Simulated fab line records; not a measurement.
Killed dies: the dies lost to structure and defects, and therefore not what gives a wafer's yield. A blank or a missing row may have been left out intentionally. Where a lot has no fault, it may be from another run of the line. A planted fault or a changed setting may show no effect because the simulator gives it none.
fab line records -- flow n5_finfet -- part 2 of 2: steps 4 to 6 of 6
record lots=24, wafers=72, last_day=17
route steps=1938 shown BEOL_M9@1417 BEOL_M10@1470
lots untouched by any fault: they come from a run of this same line in which no faults occurred
start_h: hours from the record's first day to the start of the lot's first wafer shown -- wait_h: how many hours have passed since the lot's step before this one -- " repeats the value in the row above -- L1.1+2: several wafers, shown together as one row -- - no value, or no start was given -- * or withheld: withheld -- < > ~ a bound
route shown NAME@n: a module of which the file shows steps, and the number in the route of the first -- usual: mean and standard deviation over wafers with no fault -- same: alike in all rows -- chamber/n: place in a boat -- sites: per-site readings -- _std_site: how widely they spread, as a standard deviation -- _edge_site: the outer-site mean with the inner-site mean subtracted -- radius_mm: for every site, how far away it sits from the centre of the wafer -- mask NAME#n: copy n -- behind: the tool/chamber that last shaped the wafer -- hold: why the lot went on hold/how many hours it stayed there/how the hold came to an end -- device: the n, p or np transistor that did not switch -- end of line: tests run on the same wafers once the route is complete -- for a step that has no rows: nothing shown but its recipe -- killed: at the first sort, the dies lost to defects and structure; wafer yield is something else -- map: the dies of a wafer, with x for killed, . for not killed, _ for no die there
set.NAME: setting as actually run; set.NAME@STEP: the setting as run at that earlier step -- model.NAME: the simulator's own value behind a step, which no gauge read
one table for each step of the route and one row for each wafer, over a sample of lots
services: a tool's chamber out of use, with start hour (start_h, from the record's first day; less than 0 if before it), hours out, and reason
## steps
# step N5_BEOL_M9_ETCH_41
# recipe chemistry=CH3F/O2, target=SiCN, target_depth_a=366, taper_deg=2, time_s=70.1, ion_energy_ev=120, mask_material=TiN, pressure_mtorr=30, source_w=395, bias_w=75, Ar_flow_sccm=150, CH3F_flow_sccm=30, O2_flow_sccm=20
# usual drypump_motor_current_A=5.6/0.5, oes_product_au=0.81/0.062, rf_vpp_V=297.6/1.5, showerhead_plenum_p_Torr=2.01/0.061, throttle_valve_pct=16.22/0.18
lot.wafer,tool,chamber,start_h,wait_h,drypump_motor_current_A,oes_product_au,rf_hours_counter_h,rf_vpp_V,showerhead_plenum_p_Torr,throttle_valve_pct
L074.2,rie_diel-01,0,-,-,5.8,0.85,56,300.1,2.12,16.39
L074.3,rie_diel-01,3,-,-,5.5,0.87,43,298.4,2.04,16.21
L074.4,rie_diel-01,2,-,-,4.9,0.83,88,295.7,1.93,16.04
L075.1,rie_diel-01,1,-,-,5.7,0.77,150,298.3,2.00,16.27
L075.4,rie_diel-01,3,-,-,5.5,0.87,48,297.9,2.04,16.22
L075.5,rie_diel-01,3,-,-,5.5,0.87,-,298.3,2.04,16.21
L077.2,rie_diel-03,3,-,-,5.8,0.90,40,298.5,2.03,16.16
L077.3,rie_diel-03,1,-,-,6.6,0.72,215,298.1,2.06,16.43
L077.4,rie_diel-03,0,-,-,5.6,0.91,-,296.6,1.96,15.83
L076.3,rie_diel-03,1,-,-,6.6,0.71,215,299.2,2.06,16.42
L076.5,rie_diel-03,3,-,-,5.7,0.89,-,299.1,2.04,16.17
L076.6,rie_diel-03,1,-,-,6.5,0.72,-,300.1,2.06,16.44
L079.1,rie_diel-01,0,-,-,5.8,0.83,62,299.1,2.12,16.42
L079.4,rie_diel-01,1,-,-,5.7,0.77,150,297.2,2.00,16.26
L079.6,rie_diel-01,1,-,-,5.7,0.76,-,297.7,2.00,16.25
L078.1,rie_diel-03,3,-,-,5.7,0.89,41,299.1,2.03,16.17
L078.4,rie_diel-03,0,-,-,5.6,0.90,-,296.3,1.96,15.80
L078.5,rie_diel-03,1,-,-,6.6,0.72,-,297.9,2.06,16.45
L080.3,rie_diel-03,3,-,-,5.7,0.87,47,297.9,2.03,16.20
L080.4,rie_diel-03,1,-,-,6.6,0.71,-,298.4,2.05,16.44
L080.5,rie_diel-03,3,-,-,5.8,0.88,-,298.9,2.03,16.18
L082.1,rie_diel-01,2,-,-,4.9,0.82,104,295.5,1.93,16.06
L082.4,rie_diel-01,3,-,-,5.5,0.86,58,296.4,2.03,16.23
L082.6,rie_diel-01,1,-,-,5.7,0.78,-,297.3,2.00,16.27
L081.3,rie_diel-03,2,-,-,6.4,0.84,61,298.6,2.11,16.15
L081.5,rie_diel-03,2,-,-,6.4,0.83,-,299.3,2.11,16.16
L081.6,rie_diel-03,1,-,-,6.6,0.70,-,298.1,2.05,16.45
L083.1,rie_diel-01,1,-,-,5.7,0.76,162,296.0,2.00,16.29
L083.4,rie_diel-01,0,-,-,5.8,0.82,73,300.0,2.12,16.45
L083.5,rie_diel-01,3,-,-,5.5,0.85,-,297.6,2.03,16.23
L085.3,rie_diel-02,1,-,-,5.8,0.93,15,295.5,1.96,16.37
L085.5,rie_diel-02,2,-,-,5.0,0.78,-,297.1,1.93,16.38
L085.6,rie_diel-02,1,-,-,5.8,0.93,-,297.5,1.96,16.36
L086.1,rie_diel-01,2,-,-,4.9,0.80,113,296.5,1.93,16.07
L086.5,rie_diel-01,1,-,-,5.7,0.75,-,297.2,2.00,16.30
L086.6,rie_diel-01,2,-,-,4.9,0.80,-,296.2,1.93,16.08
L084.1,rie_diel-01,0,-,-,5.8,0.81,81,300.4,2.11,16.46
L084.2,rie_diel-01,2,-,-,4.9,0.80,114,295.7,1.93,16.09
L084.6,rie_diel-01,2,-,-,4.9,0.80,-,295.9,1.93,16.08
L088.2,rie_diel-01,3,-,-,5.5,0.84,69,298.3,2.03,16.26
L088.5,rie_diel-01,0,-,-,5.8,0.81,-,299.7,2.11,16.45
L088.6,rie_diel-01,1,-,-,5.7,0.75,-,297.5,2.00,16.31
L087.1,rie_diel-03,0,-,-,5.6,0.87,51,295.9,1.95,15.83
L087.2,rie_diel-03,1,-,-,6.6,0.70,239,297.9,2.05,16.46
L087.3,rie_diel-03,3,-,-,5.7,0.86,63,296.4,2.03,16.22
L089.1,rie_diel-01,1,-,-,5.7,0.75,174,296.8,2.00,16.32
L089.4,rie_diel-01,1,-,-,5.7,0.74,-,297.5,2.00,16.33
L089.6,rie_diel-01,3,-,-,5.5,0.84,-,298.4,2.03,16.26
L091.1,rie_diel-02,1,-,-,5.8,0.91,25,296.0,1.96,16.39
L091.2,rie_diel-02,0,-,-,6.1,0.74,186,299.0,2.06,16.03
L091.3,rie_diel-02,2,-,-,5.0,0.77,122,295.7,1.93,16.39
L090.2,rie_diel-03,3,-,-,5.7,0.85,65,296.6,2.03,16.20
L090.3,rie_diel-03,1,-,-,6.6,0.69,242,297.7,2.05,16.46
L090.6,rie_diel-03,0,-,-,5.6,0.87,-,296.7,1.95,15.84
L093.1,rie_diel-02,1,-,-,5.8,0.89,28,297.6,1.96,16.40
L093.5,rie_diel-02,3,-,-,4.9,0.92,-,297.9,2.04,16.13
L093.6,rie_diel-02,0,-,-,6.1,0.74,-,297.8,2.06,16.03
L092.2,rie_diel-01,0,-,-,5.8,0.80,87,299.2,2.11,16.45
L092.4,rie_diel-01,2,-,-,4.8,0.79,124,296.8,1.92,16.11
L092.5,rie_diel-01,1,-,-,5.7,0.74,-,296.6,1.99,16.32
L094.1,rie_diel-02,1,-,-,5.8,0.89,35,296.7,1.96,16.42
L094.3,rie_diel-02,0,-,-,6.1,0.72,196,298.0,2.06,16.04
L094.4,rie_diel-02,2,-,-,5.1,0.76,129,295.5,1.93,16.43
L095.2,rie_diel-01,3,-,-,5.5,0.82,86,298.7,2.03,16.27
L095.4,rie_diel-01,1,-,-,5.7,0.74,189,298.0,1.99,16.35
L095.5,rie_diel-01,1,-,-,5.7,0.74,-,297.8,1.99,16.34
L096.1,rie_diel-02,2,-,-,5.0,0.77,132,295.3,1.93,16.41
L096.3,rie_diel-02,0,-,-,6.1,0.72,199,299.1,2.06,16.07
L096.6,rie_diel-02,2,-,-,5.1,0.77,-,296.0,1.93,16.42
L097.3,rie_diel-03,3,-,-,5.7,0.83,-,299.4,2.02,16.26
L097.4,rie_diel-03,0,-,-,5.6,0.84,-,295.7,1.95,15.89
L097.6,rie_diel-03,0,-,-,5.6,0.86,-,295.8,1.95,15.89
# step N5_BEOL_M10_ILD_DEP_00
# recipe material=SiCOH_lowk, target_thk_a=3085.1, temp_c=300, precursor=DEMS/porogen, pressure_torr=5, rf_w=500, time_s=58
# usual heater_power_w=311/39, showerhead_plenum_p_Torr=5.747/0.011, throttle_valve_pct=13.6/0.61
lot.wafer,tool,chamber,start_h,wait_h,heater_power_w,showerhead_plenum_p_Torr,throttle_valve_pct
L074.2,pecvd-01,0,215.59,0.0,335,5.730,14.7
L074.3,pecvd-01,2,215.59,0.0,317,5.743,13.2
L074.4,pecvd-01,2,215.59,0.0,325,5.752,13.2
L075.1,pecvd-04,1,230.30,0.0,318,5.749,12.7
L075.4,pecvd-04,0,230.30,0.0,323,5.763,13.6
L075.5,pecvd-04,0,230.30,0.0,329,5.759,13.7
L077.2,pecvd-04,0,232.88,0.0,361,5.753,13.9
L077.3,pecvd-04,1,232.88,0.0,372,5.740,12.5
L077.4,pecvd-04,1,232.88,0.0,373,5.746,12.6
L076.3,pecvd-04,0,233.43,0.0,363,5.764,13.6
L076.5,pecvd-04,1,233.43,0.0,359,5.740,12.5
L076.6,pecvd-04,2,233.43,0.0,247,5.749,13.2
L079.1,pecvd-01,0,233.69,0.0,346,5.753,14.6
L079.4,pecvd-01,0,233.69,0.0,277,5.738,14.8
L079.6,pecvd-01,2,233.69,0.0,323,5.744,13.6
L078.1,pecvd-04,1,236.68,0.0,354,5.738,12.5
L078.4,pecvd-04,2,236.68,0.0,271,5.740,13.2
L078.5,pecvd-04,0,236.68,0.0,331,5.757,13.6
L080.3,pecvd-03,2,252.00,0.0,388,5.746,13.3
L080.4,pecvd-03,1,252.00,0.0,304,5.767,13.7
L080.5,pecvd-03,0,252.00,0.0,309,5.783,12.9
L082.1,pecvd-01,0,261.17,0.0,287,5.750,14.8
L082.4,pecvd-01,2,261.17,0.0,295,5.735,13.1
L082.6,pecvd-01,1,261.17,0.0,265,5.736,13.5
L081.3,pecvd-03,1,262.79,0.0,305,5.751,13.7
L081.5,pecvd-03,1,262.79,0.0,309,5.750,13.6
L081.6,pecvd-03,2,262.79,0.0,380,5.725,13.4
L083.1,pecvd-01,1,269.34,0.0,276,5.742,13.6
L083.4,pecvd-01,1,269.34,0.0,289,5.756,13.7
L083.5,pecvd-01,0,269.34,0.0,356,5.757,14.7
L085.3,pecvd-01,2,281.75,0.0,279,5.740,13.5
L085.5,pecvd-01,1,281.75,0.0,264,5.737,13.6
L085.6,pecvd-01,2,281.75,0.0,285,5.724,13.3
L086.1,pecvd-03,0,290.18,0.0,281,5.756,13.2
L086.5,pecvd-03,1,290.18,0.0,284,5.744,13.7
L086.6,pecvd-03,0,290.18,0.0,304,5.757,13.2
L084.1,pecvd-03,1,295.87,0.0,327,5.764,13.8
L084.2,pecvd-03,0,295.87,0.0,264,5.756,13.3
L084.6,pecvd-03,2,295.87,0.0,393,5.748,13.4
L088.2,pecvd-01,2,297.11,0.1,313,5.735,13.1
L088.5,pecvd-01,2,297.11,0.1,256,5.736,13.1
L088.6,pecvd-01,2,297.11,0.1,268,5.727,13.3
L087.1,pecvd-03,0,303.12,0.0,323,5.758,13.2
L087.2,pecvd-03,2,303.12,0.0,364,5.749,13.2
L087.3,pecvd-03,1,303.12,0.0,317,5.740,13.6
L089.1,pecvd-01,0,305.48,0.0,329,5.769,14.7
L089.4,pecvd-01,2,305.48,0.0,325,5.750,13.4
L089.6,pecvd-01,2,305.48,0.0,254,5.742,13.2
L091.1,pecvd-04,2,309.76,0.0,268,5.751,13.7
L091.2,pecvd-04,0,309.76,0.0,339,5.747,13.6
L091.3,pecvd-04,1,309.76,0.0,335,5.734,13.0
L090.2,pecvd-01,2,313.35,0.0,304,5.728,13.3
L090.3,pecvd-01,1,313.35,0.0,304,5.737,13.9
L090.6,pecvd-01,1,313.35,0.0,297,5.752,13.7
L093.1,pecvd-04,0,323.10,0.1,366,5.758,13.8
L093.5,pecvd-04,0,323.10,0.1,287,5.755,13.7
L093.6,pecvd-04,1,323.10,0.1,344,5.731,12.6
L092.2,pecvd-01,0,332.99,0.0,336,5.752,14.7
L092.4,pecvd-01,2,332.99,0.0,318,5.743,13.6
L092.5,pecvd-01,0,332.99,0.0,344,5.746,15.0
L094.1,pecvd-01,2,346.31,0.0,265,5.737,13.5
L094.3,pecvd-01,0,346.31,0.0,326,5.751,15.1
L094.4,pecvd-01,2,346.31,0.0,279,5.741,13.3
L095.2,pecvd-04,0,348.60,0.0,346,5.750,13.8
L095.4,pecvd-04,0,348.60,0.0,360,5.756,13.7
L095.5,pecvd-04,2,348.60,0.0,226,5.748,13.7
L096.1,pecvd-04,1,354.54,0.0,328,5.746,12.7
L096.3,pecvd-04,0,354.54,0.0,339,5.765,13.9
L096.6,pecvd-04,1,354.54,0.0,342,5.732,12.8
L097.3,pecvd-01,1,359.68,0.0,282,5.740,13.8
L097.4,pecvd-01,0,359.68,0.0,335,5.742,14.9
L097.6,pecvd-01,2,359.68,0.0,252,5.735,13.6
# step N5_BEOL_M10_THK_MEAS_01
# recipe reads=SiCOH_lowk_of_BEOL_M10_ILD_DEP_00
# usual M10_ILD_THK=269/3.1
lot.wafer,tool,chamber,start_h,wait_h,M10_ILD_THK[nm]
L074.2,film_metro-01,-,216.18,0.4,267
L074.3,film_metro-01,-,216.18,0.4,264
L074.4,film_metro-01,-,216.18,0.4,269
L075.1,film_metro-01,-,231.05,0.4,266
L075.4,film_metro-01,-,231.05,0.4,269
L075.5,film_metro-01,-,231.05,0.4,271
L077.2,film_metro-01,-,233.47,0.4,267
L077.3,film_metro-01,-,233.47,0.4,269
L077.4,film_metro-01,-,233.47,0.4,273
L076.3,film_metro-01,-,234.03,0.3,268
L076.5,film_metro-01,-,234.03,0.3,274
L076.6,film_metro-01,-,234.03,0.3,273
L079.1,film_metro-01,-,234.31,0.4,266
L079.4,film_metro-01,-,234.31,0.4,270
L079.6,film_metro-01,-,234.31,0.4,272
L078.1,film_metro-02,-,237.27,0.4,269
L078.4,film_metro-02,-,237.27,0.4,271
L078.5,film_metro-02,-,237.27,0.4,273
L080.3,film_metro-01,-,253.07,0.5,267
L080.4,film_metro-01,-,253.07,0.5,269
L080.5,film_metro-01,-,253.07,0.5,272
L082.1,film_metro-01,-,261.76,0.4,266
L082.4,film_metro-01,-,261.76,0.4,271
L082.6,film_metro-01,-,261.76,0.4,269
L081.3,film_metro-02,-,263.39,0.3,267
L081.5,film_metro-02,-,263.39,0.3,270
L081.6,film_metro-02,-,263.39,0.3,269
L083.1,film_metro-01,-,270.41,0.8,270
L083.4,film_metro-01,-,270.41,0.8,272
L083.5,film_metro-01,-,270.41,0.8,271
L085.3,film_metro-01,-,283.19,0.5,267
L085.5,film_metro-01,-,283.19,0.5,275
L085.6,film_metro-01,-,283.19,0.5,274
L086.1,film_metro-02,-,290.77,0.4,263
L086.5,film_metro-02,-,290.77,0.4,266
L086.6,film_metro-02,-,290.77,0.4,265
L084.1,film_metro-02,-,296.46,0.4,267
L084.2,film_metro-02,-,296.46,0.4,265
L084.6,film_metro-02,-,296.46,0.4,270
L088.2,film_metro-02,-,297.79,0.4,267
L088.5,film_metro-02,-,297.79,0.4,267
L088.6,film_metro-02,-,297.79,0.4,268
L087.1,film_metro-01,-,303.75,0.4,266
L087.2,film_metro-01,-,303.75,0.4,265
L087.3,film_metro-01,-,303.75,0.4,267
L089.1,film_metro-01,-,306.10,0.4,266
L089.4,film_metro-01,-,306.10,0.4,270
L089.6,film_metro-01,-,306.10,0.4,269
L091.1,film_metro-02,-,310.38,0.4,271
L091.2,film_metro-02,-,310.38,0.4,268
L091.3,film_metro-02,-,310.38,0.4,268
L090.2,film_metro-01,-,313.94,0.4,270
L090.3,film_metro-01,-,313.94,0.4,268
L090.6,film_metro-01,-,313.94,0.4,269
L093.1,film_metro-02,-,323.69,0.4,269
L093.5,film_metro-02,-,323.69,0.4,273
L093.6,film_metro-02,-,323.69,0.4,273
L092.2,film_metro-02,-,333.62,0.4,266
L092.4,film_metro-02,-,333.62,0.4,268
L092.5,film_metro-02,-,333.62,0.4,273
L094.1,film_metro-02,-,346.90,0.4,269
L094.3,film_metro-02,-,346.90,0.4,270
L094.4,film_metro-02,-,346.90,0.4,275
L095.2,film_metro-01,-,349.21,0.4,265
L095.4,film_metro-01,-,349.21,0.4,272
L095.5,film_metro-01,-,349.21,0.4,271
L096.1,film_metro-01,-,355.13,0.4,264
L096.3,film_metro-01,-,355.13,0.4,268
L096.6,film_metro-01,-,355.13,0.4,271
L097.3,film_metro-02,-,360.27,0.3,267
L097.4,film_metro-02,-,360.27,0.3,268
L097.6,film_metro-02,-,360.27,0.3,271
## services
tool,chamber,start_h,hours,kind
pecvd-03,0,199.89,3.5,repair
rie_diel-03,3,214.67,3.1,repair
rie_diel-01,0,216.59,1.2,repair
rie_diel-02,-,219.04,0.7,repair
rie_diel-03,2,224.91,9.3,repair
rie_diel-03,0,240.51,12.8,repair
rie_diel-02,3,256.42,2.8,repair
rie_diel-02,2,267.02,6.3,repair
pecvd-03,-,268.76,0.7,repair
pecvd-03,-,270.53,0.7,repair
pecvd-03,2,273.06,3.7,repair
pecvd-01,1,289.93,18.0,repair
pecvd-01,0,293.05,6.1,repair
rie_diel-01,0,301.30,18.0,repair
rie_diel-01,2,304.72,3.9,repair
pecvd-03,-,307.08,2.8,pm
rie_diel-02,-,315.20,0.5,repair
pecvd-01,2,315.64,3.9,repair
pecvd-01,-,318.23,0.4,repair
rie_diel-02,2,334.70,5.6,repair
rie_diel-03,1,340.21,-,clean
rie_diel-03,1,340.21,-,consumable_replace:focus_ring
rie_diel-03,-,349.76,2.8,pm
rie_diel-03,2,355.42,7.3,repair
